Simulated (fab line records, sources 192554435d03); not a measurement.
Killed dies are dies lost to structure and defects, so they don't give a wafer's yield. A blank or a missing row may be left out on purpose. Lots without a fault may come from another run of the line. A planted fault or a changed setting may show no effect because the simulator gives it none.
A struck lot beside a sound one | flow n5_finfet | 36 steps out of a route of 1938
Sound: wafers L192.3, L192.4, L192.6. Struck: wafers L196.3, L196.4, L196.6. The cause comes at the end.
At each step with rows: each side's tool, then ch and its chambers, then its first start. Under that, the readings that differ: sound wafers | struck wafers | difference of the means | sigmas: that difference in standard deviations of wafers without a fault.
alike: readings whose means differ by less than 2 such deviations, and words and numbers that are the same on both sides. not compared: withheld readings, readings that some wafer has no value for, bounds like >300 that may hide the same value, and numbers for which the record gives no deviation and whose values overlap.
The two part at a step that has a row with sigmas, a row that says differs or no value, or rows on one side only. Numbers that don't overlap but have no deviation are shown without sigmas and don't part them. A reading that every wafer of one side lacks parts them only if that side has two wafers or more.

first, 9 steps without rows for these wafers: N5_BEOL_M9_ILD_DEP_00 (deposits SiCOH lowk from DEMS/porogen, target thk 308.51 nm, time 58 s); N5_BEOL_M9_CURE_71 (cures SiCOH lowk, time 240 s); N5_BEOL_M9_PECVD_70 (deposits SiO2 from TEOS/O2, target thk 20 nm, time 22.7 s); N5_BEOL_M9_HM_DEP_02 (deposits TiN, target thk 20 nm); N5_BEOL_M9_COAT_59 (time 60 s, resist thk 100 nm); N5_BEOL_M9_COAT_60 (time 60 s, resist thk 30 nm); N5_BEOL_M9_COAT_05 (resist thk 90 nm); N5_BEOL_M9_EBR_07; N5_BEOL_M9_SOFTBAKE_06 (time 60 s).
N5_BEOL_M9_EXPOSE_08: exposes mask M9.
  sound on arfi_scanner-03 ch 0, day 11 00:03; struck on arfi_scanner-03 ch 0, day 11 02:04
  reading              | sound             | struck            | difference | sigmas
  exposure_dose_mJ_cm2 | 53.79 53.64 53.70 | 61.06 61.02 61.00 | +7.32      | +99 or more
  alike: mask
then, 2 steps without rows for these wafers: N5_BEOL_M9_PEB_09 (peb time 60 s); N5_BEOL_M9_DEVELOP_10 (develop time 30 s).
N5_BEOL_M9_CD_MEAS_11: target cd 64.1 nm.
  sound on cd_sem-02 ch 0, day 11 00:10; struck on cd_sem-03 ch 0, day 11 02:11
  reading    | sound          | struck         | difference | sigmas
  cd_nm (nm) | 64.8 64.2 63.8 | 71.4 71.8 71.4 | +7.3       | +10
then, 7 steps without rows for these wafers: N5_BEOL_M9_DESCUM_16 (chemistry O2, time 7.9 s); N5_BEOL_M9_ETCH_61 (etches SiARC in CF4, target depth 39 nm, time 65 s); N5_BEOL_M9_ETCH_62 (etches SOC in N2/H2, target depth 110 nm, overetch 22 nm, time 165 s); N5_BEOL_M9_STRIP_68 (strips in N2/H2); N5_BEOL_M9_STRIP_67 (strips in CF4); N5_BEOL_M9_HM_OPEN_17 (chemistry Cl2/BCl3, target TiN, target depth 20 nm, overetch 6 nm); N5_BEOL_M9_STRIP_19 (strips in O2).
N5_BEOL_M9_CD_MEAS_18: pitch 140 nm, target cd 70 nm.
  sound on cd_sem-02, day 11 00:43; struck on cd_sem-03, day 11 02:57
  reading    | sound          | struck         | difference | sigmas
  cd_nm (nm) | 70.9 69.7 70.4 | 77.3 77.7 77.2 | +7.1       | +9
then, 13 steps without rows for these wafers: N5_BEOL_M9_COAT_63 (time 60 s, resist thk 60 nm); N5_BEOL_M9_COAT_64 (time 60 s, resist thk 12 nm); N5_BEOL_M9_COAT_75 (time 60 s, resist thk 5 nm); N5_BEOL_M9_COAT_22 (resist thk 30 nm); N5_BEOL_M9_EBR_24; N5_BEOL_M9_SOFTBAKE_23 (time 60 s); N5_BEOL_M9_EXPOSE_25 (exposes mask V8); N5_BEOL_M9_PEB_26 (peb time 60 s); N5_BEOL_M9_DEVELOP_27 (develop time 30 s); N5_BEOL_M9_DESCUM_33 (chemistry O2, time 7 s); N5_BEOL_M9_ETCH_76 (etches underlayer in N2/H2, target depth 6.5 nm, time 5.2 s); N5_BEOL_M9_ETCH_65 (etches SiARC in CF4, target depth 15.6 nm, time 26 s); N5_BEOL_M9_ETCH_66 (etches SOC in N2/H2, target depth 80 nm, overetch 16 nm, time 120 s).
-- the record jumps here: 2 days lie between the struck wafers' starts before and after (it left off in module BEOL_M9 and takes up again in module BEOL_M15, whose first step shown is number 1830 of the route) --
N5_BEOL_M15_RC_MEAS_101:
  sound on prober-01 ch 0, day 13 03:45; struck on prober-02 ch 0, day 13 03:43
  reading                   | sound                 | struck                | difference | sigmas
  COMB_M7 (S/m)             | 2.3e-11 2.3e-11 2e-11 | 2.6e-11 4e-11 3.4e-11 | +1.1e-11   | +2
  SERP_M9 (ohm/um)          | 2.97 3.06 3.16        | 2.46 2.57 2.58        | -0.53      | -5
  SERP_M9_max_site (ohm/um) | 3.14 3.15 3.32        | 2.58 2.60 2.64        | -0.60      | -6
  alike: COMB_M10, COMB_M11, COMB_M12, COMB_M13, COMB_M14, COMB_M15, COMB_M5, COMB_M6, COMB_M8, COMB_M9, SERP_M10, SERP_M11, SERP_M12, SERP_M13, SERP_M14, SERP_M14_max_site, SERP_M5, SERP_M6, SERP_M6_max_site, SERP_M7, SERP_M8
N5_PASSIVATION_PROBE_49:
  the record has rows for the struck wafers here (prober-01, day 13 18:39) and none for the sound ones

WHERE THEY PART
First at N5_BEOL_M9_EXPOSE_08; last, within this record, at N5_PASSIVATION_PROBE_49.

WHY: what the simulator had put in
Process parameter drift: arfi_scanner-03, from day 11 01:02 on, at N5_BEOL_M9_EXPOSE_08. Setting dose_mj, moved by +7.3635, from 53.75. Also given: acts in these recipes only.
